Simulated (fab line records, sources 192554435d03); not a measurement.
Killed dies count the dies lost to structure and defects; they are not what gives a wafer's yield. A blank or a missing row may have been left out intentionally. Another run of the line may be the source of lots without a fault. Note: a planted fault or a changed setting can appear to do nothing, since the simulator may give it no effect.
Which tool did it? :: flow n5Finfet :: 27 wafers from 9 lots sampled at 5 of the route's 1938 steps

## WHAT EACH GAUGE READ, for each wafer
N5_BEOL_M0_SAQP_OVL_MEAS_15.
lot: L557
measured: day 5 21:43
on: overlay-01
M0_CORE_OVL (nm): -0.4 -1.3 -1.4

lot: L560
measured: day 6 09:23
on: overlay-01
M0_CORE_OVL (nm): -0.4 0.2 -0.4

lot: L561
measured: day 6 20:01
on: overlay-02
M0_CORE_OVL (nm): 0.1 -1.0 0.0

lot: L565
measured: day 7 22:38
on: overlay-02
M0_CORE_OVL (nm): 1.7 -0.6 1.6

lot: L567
measured: day 8 06:35
on: overlay-02
M0_CORE_OVL (nm): 0.2 0.5 0.4

lot: L568
measured: day 8 12:32
on: overlay-01
M0_CORE_OVL (nm): -0.3 0.3 -0.5

lot: L573
measured: day 9 15:50
on: overlay-02
M0_CORE_OVL (nm): -0.4 -0.3 -0.7

lot: L577
measured: day 10 15:46
on: overlay-01
M0_CORE_OVL (nm): 1.1 0.3 0.5

lot: L579
measured: day 11 09:54
on: overlay-02
M0_CORE_OVL (nm): -0.6 0.3 0.6

N5_BEOL_M4_RC_MEAS_101.
lot: L557
measured: day 9 18:11
on: prober-01
DIBL_N (mV/V): 37.5 37.8 35.0
DIBL_P (mV/V): 38.2 39.5 35.7
IOFF_N (nA/um): 0.185 0.200 0.143
IOFF_P (nA/um): 0.238 0.248 0.190
ION_N (uA/um): 676 675 670
ION_P (uA/um): 460 459 463
SS_N (mV/dec): 71.3 73.1 71.3
SS_P (mV/dec): 74.3 74.2 73.0
VT_N (mV): 247.9 245.3 250.0
VT_P (mV): -248.6 -248.1 -251.1

lot: L560
measured: day 10 22:22
on: prober-01
DIBL_N (mV/V): 37.2 36.5 35.9
DIBL_P (mV/V): 37.1 36.6 35.2
IOFF_N (nA/um): 0.172 0.161 0.140
IOFF_P (nA/um): 0.244 0.243 0.227
ION_N (uA/um): 676 672 669
ION_P (uA/um): 472 467 469
SS_N (mV/dec): 71.9 71.8 71.0
SS_P (mV/dec): 73.9 73.0 72.7
VT_N (mV): 248.4 247.0 252.1
VT_P (mV): -244.4 -247.3 -248.4

lot: L561
measured: day 11 10:13
on: prober-01
DIBL_N (mV/V): 36.3 34.8 36.3
DIBL_P (mV/V): 36.4 33.7 35.6
IOFF_N (nA/um): 0.166 0.135 0.171
IOFF_P (nA/um): 0.199 0.167 0.199
ION_N (uA/um): 684 677 691
ION_P (uA/um): 462 463 465
SS_N (mV/dec): 71.2 71.3 71.8
SS_P (mV/dec): 73.6 72.6 73.6
VT_N (mV): 248.7 252.9 248.2
VT_P (mV): -252.6 -251.8 -250.2

lot: L565
measured: day 13 23:12
on: prober-02
DIBL_N (mV/V): 35.9 35.7 35.2
DIBL_P (mV/V): 36.0 35.8 35.6
IOFF_N (nA/um): 0.138 0.138 0.128
IOFF_P (nA/um): 0.162 0.165 0.158
ION_N (uA/um): 662 671 668
ION_P (uA/um): 451 455 456
SS_N (mV/dec): 71.5 71.1 70.8
SS_P (mV/dec): 73.4 72.9 72.3
VT_N (mV): 250.9 253.8 255.3
VT_P (mV): -255.3 -253.9 -256.4

lot: L567
measured: day 14 12:06
on: prober-01
DIBL_N (mV/V): 37.2 38.5 36.4
DIBL_P (mV/V): 36.9 38.1 36.1
IOFF_N (nA/um): 0.151 0.178 0.139
IOFF_P (nA/um): 0.183 0.206 0.181
ION_N (uA/um): 670 664 658
ION_P (uA/um): 455 452 447
SS_N (mV/dec): 71.2 72.3 71.2
SS_P (mV/dec): 73.8 73.0 73.0
VT_N (mV): 251.3 250.4 253.2
VT_P (mV): -253.2 -249.8 -252.0

lot: L568
measured: day 14 23:47
on: prober-01
DIBL_N (mV/V): 34.7 36.8 35.3
DIBL_P (mV/V): 33.6 35.7 34.6
IOFF_N (nA/um): 0.137 0.175 0.146
IOFF_P (nA/um): 0.184 0.211 0.197
ION_N (uA/um): 666 667 665
ION_P (uA/um): 458 453 458
SS_N (mV/dec): 70.4 71.2 70.7
SS_P (mV/dec): 72.8 73.8 73.1
VT_N (mV): 250.3 248.7 248.0
VT_P (mV): -251.3 -250.6 -250.7

lot: L573
measured: day 16 16:17
on: prober-01
DIBL_N (mV/V): 36.3 36.7 35.7
DIBL_P (mV/V): 36.6 36.6 35.8
IOFF_N (nA/um): 0.168 0.178 0.158
IOFF_P (nA/um): 0.226 0.231 0.221
ION_N (uA/um): 687 688 690
ION_P (uA/um): 470 471 471
SS_N (mV/dec): 71.9 71.6 71.9
SS_P (mV/dec): 73.7 74.1 73.8
VT_N (mV): 247.1 243.7 247.6
VT_P (mV): -248.9 -246.9 -246.9

lot: L577
measured: day 16 08:40
on: prober-01
DIBL_N (mV/V): 34.9 34.3 34.9
DIBL_P (mV/V): 37.6 36.8 36.6
IOFF_N (nA/um): 0.168 0.150 0.157
IOFF_P (nA/um): 0.241 0.235 0.232
ION_N (uA/um): 668 673 665
ION_P (uA/um): 470 472 465
SS_N (mV/dec): 70.4 71.7 71.8
SS_P (mV/dec): 73.3 73.1 72.6
VT_N (mV): 247.3 249.5 251.7
VT_P (mV): -247.3 -244.4 -248.7

lot: L579
measured: day 16 04:41
on: prober-02
DIBL_N (mV/V): 37.2 38.7 37.2
DIBL_P (mV/V): 36.6 36.8 35.6
IOFF_N (nA/um): 0.171 0.196 0.161
IOFF_P (nA/um): 0.241 0.250 0.223
ION_N (uA/um): 678 671 674
ION_P (uA/um): 467 461 464
SS_N (mV/dec): 72.2 72.8 71.9
SS_P (mV/dec): 73.7 73.2 73.3
VT_N (mV): 251.6 246.3 247.5
VT_P (mV): -246.2 -246.9 -249.5

## WHAT TOOL EACH LOT RAN ON (gives the tool, then ch and the chambers of the sampled wafers, and finally the start)
lot: L557
N5_MOL_CONTACT_COAG_ETCH_65: rieDiel-04 ch 0,1, day 5 15:08
N5_MOL_CONTACT_COAG_ETCH_48: rieDiel-02 ch 1,2, day 5 15:39
N5_BEOL_M0_SAQP_PECVD_96: pecvd-04 ch 0,1,2, day 5 21:01

lot: L560
N5_MOL_CONTACT_COAG_ETCH_65: rieDiel-02 ch 0,3, day 6 03:06
N5_MOL_CONTACT_COAG_ETCH_48: rieDiel-05 ch 1,2,3, day 6 03:46
N5_BEOL_M0_SAQP_PECVD_96: pecvd-02 ch 0,1,2, day 6 08:42

lot: L561
N5_MOL_CONTACT_COAG_ETCH_65: rieDiel-02 ch 0,1,2, day 6 12:31
N5_MOL_CONTACT_COAG_ETCH_48: rieDiel-05 ch 1,2,3, day 6 13:02
N5_BEOL_M0_SAQP_PECVD_96: pecvd-01 ch 1,2, day 6 19:22

lot: L565
N5_MOL_CONTACT_COAG_ETCH_65: rieDiel-05 ch 2,3, day 7 16:21
N5_MOL_CONTACT_COAG_ETCH_48: rieDiel-05 ch 0,2,3, day 7 17:02
N5_BEOL_M0_SAQP_PECVD_96: pecvd-04 ch 0,2, day 7 22:04

lot: L567
N5_MOL_CONTACT_COAG_ETCH_65: rieDiel-05 ch 0,2, day 7 23:34
N5_MOL_CONTACT_COAG_ETCH_48: rieDiel-02 ch 0,1,3, day 8 00:04
N5_BEOL_M0_SAQP_PECVD_96: pecvd-04 ch 0,2, day 8 05:54

lot: L568
N5_MOL_CONTACT_COAG_ETCH_65: rieDiel-02 ch 1,2,3, day 8 05:43
N5_MOL_CONTACT_COAG_ETCH_48: rieDiel-04 ch 1,3, day 8 06:22
N5_BEOL_M0_SAQP_PECVD_96: pecvd-04 ch 1,2, day 8 11:56

lot: L573
N5_MOL_CONTACT_COAG_ETCH_65: rieDiel-05 ch 0,1,3, day 9 09:22
N5_MOL_CONTACT_COAG_ETCH_48: rieDiel-05 ch 0,1,2, day 9 09:52
N5_BEOL_M0_SAQP_PECVD_96: pecvd-02 ch 0,1,2, day 9 15:08

lot: L577
N5_MOL_CONTACT_COAG_ETCH_65: rieDiel-04 ch 0,1,2, day 10 08:19
N5_MOL_CONTACT_COAG_ETCH_48: rieDiel-05 ch 0,3, day 10 10:29
N5_BEOL_M0_SAQP_PECVD_96: pecvd-02 ch 0,1,2, day 10 15:13

lot: L579
N5_MOL_CONTACT_COAG_ETCH_65: rieDiel-02 ch 0,1,3, day 11 02:38
N5_MOL_CONTACT_COAG_ETCH_48: rieDiel-02 ch 1,2, day 11 03:14
N5_BEOL_M0_SAQP_PECVD_96: pecvd-02 ch 0,1,2, day 11 09:20
- N5_MOL_CONTACT_COAG_ETCH_65: etches underlayer in N2/H2, target depth 13 nm, time 10.4 s.
- N5_MOL_CONTACT_COAG_ETCH_48: etches SiOC in C4F6/O2, target depth 15 nm, overetch 4.5 nm, time 17 s.
- N5_BEOL_M0_SAQP_PECVD_96: deposits a-Si from SiH4/He, target thk 45 nm, time 45.2 s.

## WHAT THE TOOLS THEMSELVES READ (means of the sampled wafers that have a number; where no wafer has one, the mark that the record gives instead)
N5_MOL_CONTACT_COAG_ETCH_65.
lot: L557
tool: rieDiel-04
drypumpMotorCurrentA (A): 5.9
etchRfOnTimeS (s): 10.20
oesProductAu (a.u.): 0.67
rfVppV (V): 520.5
showerheadPlenumPTorr (Torr): 2.44
throttleValvePct (%): 18.04

lot: L560
tool: rieDiel-02
drypumpMotorCurrentA (A): 5.6
etchRfOnTimeS (s): 10.61
oesProductAu (a.u.): 0.65
rfVppV (V): 520.6
showerheadPlenumPTorr (Torr): 2.44
throttleValvePct (%): 17.90

lot: L561
tool: rieDiel-02
drypumpMotorCurrentA (A): 5.7
etchRfOnTimeS (s): 10.36
oesProductAu (a.u.): 0.65
rfVppV (V): 525.9
showerheadPlenumPTorr (Torr): 2.59
throttleValvePct (%): 17.86

lot: L565
tool: rieDiel-05
drypumpMotorCurrentA (A): 6.3
etchRfOnTimeS (s): 10.46
oesProductAu (a.u.): 0.60
rfVppV (V): 525.8
showerheadPlenumPTorr (Torr): 2.63
throttleValvePct (%): 18.02

lot: L567
tool: rieDiel-05
drypumpMotorCurrentA (A): 6.0
etchRfOnTimeS (s): 10.36
oesProductAu (a.u.): 0.67
rfVppV (V): 525.8
showerheadPlenumPTorr (Torr): 2.62
throttleValvePct (%): 18.07

lot: L568
tool: rieDiel-02
drypumpMotorCurrentA (A): 5.7
etchRfOnTimeS (s): 10.35
oesProductAu (a.u.): 0.66
rfVppV (V): 525.3
showerheadPlenumPTorr (Torr): 2.59
throttleValvePct (%): 17.98

lot: L573
tool: rieDiel-05
drypumpMotorCurrentA (A): 6.1
etchRfOnTimeS (s): 10.42
oesProductAu (a.u.): 0.73
rfVppV (V): 526.8
showerheadPlenumPTorr (Torr): 2.65
throttleValvePct (%): 17.87

lot: L577
tool: rieDiel-04
drypumpMotorCurrentA (A): 5.6
etchRfOnTimeS (s): 10.46
oesProductAu (a.u.): 0.71
rfVppV (V): 524.5
showerheadPlenumPTorr (Torr): 2.57
throttleValvePct (%): 17.88

lot: L579
tool: rieDiel-02
drypumpMotorCurrentA (A): 5.7
etchRfOnTimeS (s): 10.54
oesProductAu (a.u.): 0.62
rfVppV (V): 522.9
showerheadPlenumPTorr (Torr): 2.49
throttleValvePct (%): 17.93

N5_MOL_CONTACT_COAG_ETCH_48.
lot: L557
tool: rieDiel-02
drypumpMotorCurrentA (A): 5.7
oes_ar_750_au (a.u.): 0.79
oesProductAu (a.u.): 0.66
rfVppV (V): 1596
showerheadPlenumPTorr (Torr): 2.97
throttleValvePct (%): 40.55

lot: L560
tool: rieDiel-05
drypumpMotorCurrentA (A): 5.9
oes_ar_750_au (a.u.): 0.71
oesProductAu (a.u.): 0.58
rfVppV (V): 1573
showerheadPlenumPTorr (Torr): 2.86
throttleValvePct (%): 40.69

lot: L561
tool: rieDiel-05
drypumpMotorCurrentA (A): 5.9
oes_ar_750_au (a.u.): 0.71
oesProductAu (a.u.): 0.59
rfVppV (V): 1573
showerheadPlenumPTorr (Torr): 2.86
throttleValvePct (%): 40.69

lot: L565
tool: rieDiel-05
drypumpMotorCurrentA (A): 6.2
oes_ar_750_au (a.u.): 0.79
oesProductAu (a.u.): 0.68
rfVppV (V): 1593
showerheadPlenumPTorr (Torr): 2.92
throttleValvePct (%): 40.71

lot: L567
tool: rieDiel-02
drypumpMotorCurrentA (A): 5.7
oes_ar_750_au (a.u.): 0.75
oesProductAu (a.u.): 0.62
rfVppV (V): 1588
showerheadPlenumPTorr (Torr): 2.80
throttleValvePct (%): 40.61

lot: L568
tool: rieDiel-04
drypumpMotorCurrentA (A): 5.4
oes_ar_750_au (a.u.): 0.83
oesProductAu (a.u.): 0.71
rfVppV (V): 1590
showerheadPlenumPTorr (Torr): 2.82
throttleValvePct (%): 40.74

lot: L573
tool: rieDiel-05
drypumpMotorCurrentA (A): 5.8
oes_ar_750_au (a.u.): 0.85
oesProductAu (a.u.): 0.71
rfVppV (V): 1594
showerheadPlenumPTorr (Torr): 2.95
throttleValvePct (%): 40.63

lot: L577
tool: rieDiel-05
drypumpMotorCurrentA (A): 6.4
oes_ar_750_au (a.u.): 0.82
oesProductAu (a.u.): 0.73
rfVppV (V): 1610
showerheadPlenumPTorr (Torr): 2.90
throttleValvePct (%): 40.64

lot: L579
tool: rieDiel-02
drypumpMotorCurrentA (A): 5.8
oes_ar_750_au (a.u.): 0.75
oesProductAu (a.u.): 0.65
rfVppV (V): 1593
showerheadPlenumPTorr (Torr): 2.94
throttleValvePct (%): 40.59

N5_BEOL_M0_SAQP_PECVD_96.
lot: L557
tool: pecvd-04
heaterPowerOuterW (W): 331
heaterPowerW (W): 559
runLengthS (s): 81.3
showerheadPlenumPTorr (Torr): 5.65
throttleValvePct (%): 17.9

lot: L560
tool: pecvd-02
heaterPowerOuterW (W): 361
heaterPowerW (W): 583
runLengthS (s): 81.2
showerheadPlenumPTorr (Torr): 5.66
throttleValvePct (%): 17.9

lot: L561
tool: pecvd-01
heaterPowerOuterW (W): 384
heaterPowerW (W): 657
runLengthS (s): 81.7
showerheadPlenumPTorr (Torr): 5.71
throttleValvePct (%): 17.7

lot: L565
tool: pecvd-04
heaterPowerOuterW (W): 298
heaterPowerW (W): 504
runLengthS (s): 80.9
showerheadPlenumPTorr (Torr): 5.63
throttleValvePct (%): 18.4

lot: L567
tool: pecvd-04
heaterPowerOuterW (W): 321
heaterPowerW (W): 548
runLengthS (s): 79.2
showerheadPlenumPTorr (Torr): 5.61
throttleValvePct (%): 18.3

lot: L568
tool: pecvd-04
heaterPowerOuterW (W): 313
heaterPowerW (W): 526
runLengthS (s): 79.3
showerheadPlenumPTorr (Torr): 5.65
throttleValvePct (%): 17.8

lot: L573
tool: pecvd-02
heaterPowerOuterW (W): 369
heaterPowerW (W): 604
runLengthS (s): 81.1
showerheadPlenumPTorr (Torr): 5.65
throttleValvePct (%): 18.1

lot: L577
tool: pecvd-02
heaterPowerOuterW (W): 360
heaterPowerW (W): 582
runLengthS (s): 81.4
showerheadPlenumPTorr (Torr): 5.66
throttleValvePct (%): 18.0

lot: L579
tool: pecvd-02
heaterPowerOuterW (W): 361
heaterPowerW (W): 597
runLengthS (s): 81.2
showerheadPlenumPTorr (Torr): 5.65
throttleValvePct (%): 18.0

## THE ANSWER, worked out from the rows above alone
Rule: the lots themselves supply what counts as usual. The widest of any qualifying gaps counts: lots, ordered by their means at a reading, are off when they make up no more than a third of the lots, leave a main group of 4 or more, and stand apart from it by 3 or more times the standard deviation of that group's means. A main group whose means are all the same, to the digits that the tables above print for the reading, isn't used. A lot without any number at a reading at which 4 lots or more have one is off too. The other lots that the step has rows for count as sound. First the gauges in route order, then the tools' own readings, where a lot's mean is used as printed above. At the first step where some lot is off, the reading lying furthest off is the one used; lots without a number count as furthest.
Off: L567, L568 (N5_BEOL_M0_SAQP_PECVD_96, runLengthS). Mean 81.3 s and standard deviation 0.23 in the main group.
A tool fits if, at that step or a process step before it, it ran every lot that is off, and no sound lot after the first of them. One fits: pecvd-04 at N5_BEOL_M0_SAQP_PECVD_96. A fault onset in the window from L565 (day 7 22:04, its last sound lot) to L567 (day 8 05:54, its first lot off) fits.
On the lots that are off, the tool's own readings at N5_BEOL_M0_SAQP_PECVD_96 differ by more than 5 times the standard deviation of the sound lots' means, which bears it out; runLengthS reads 79.2 s there versus 81.3 s on the sound lots.

## WHAT WAS PUT IN BY THE SIMULATOR
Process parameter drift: pecvd-04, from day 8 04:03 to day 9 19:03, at N5_BEOL_M0_SAQP_PECVD_96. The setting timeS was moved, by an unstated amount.
Lots struck among those shown: L567, L568. The rule given above showed the same thing.
